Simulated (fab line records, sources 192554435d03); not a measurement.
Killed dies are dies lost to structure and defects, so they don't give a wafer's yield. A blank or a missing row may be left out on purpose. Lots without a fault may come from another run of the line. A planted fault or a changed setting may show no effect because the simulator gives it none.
Chamber matching | flow n5_finfet | N5_BEOL_M11_ALD_74 on ald_metal-04: 4 sister chambers
The step deposits TaN, target thk 2 nm, pulse time 2 s, purge time 3 s. 4 wafers are shown with their chamber, then 7 later ones without.

WAFERS WITH THEIR CHAMBER
wafer  | chamber | heater_power_w (W)
L088.2 | 3       | 425
L088.3 | 2       | 468
L091.1 | 1       | 440
L091.3 | 0       | 386

WAFERS WITHOUT THEIR CHAMBER
wafer  | heater_power_w (W)
L091.4 | 432
L093.1 | 464
L093.4 | 444
L093.5 | 425
L095.1 | 422
L095.3 | 475
L095.4 | 425

WHICH CHAMBER EACH WENT THROUGH
wafer  | from the rows above     | in truth
L091.4 | can't be placed: 3 or 1 | 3
L093.1 | 2                       | 2
L093.4 | 1                       | 1
L093.5 | 3                       | 3
L095.1 | 3                       | 3
L095.3 | 2                       | 2
L095.4 | 3                       | 3
Placed correctly: 6 of 7. Can't be placed from these rows: 1 (the true chamber is among the candidates in 1). Placed wrongly: 0.
How it was worked out, from the rows above alone: a wafer's distance from a chamber is the root of the sum, over the readings, of the square of ((its reading less the chamber's mean) divided by the reading's scatter). The wafer belongs to the nearest chamber; if the next one is less than 2 further off, it can't be placed. A chamber's mean is the mean of its shown wafers. The scatter: with one shown wafer a chamber, the root of the mean of the squares of how far each hidden wafer lies from its nearest shown one.
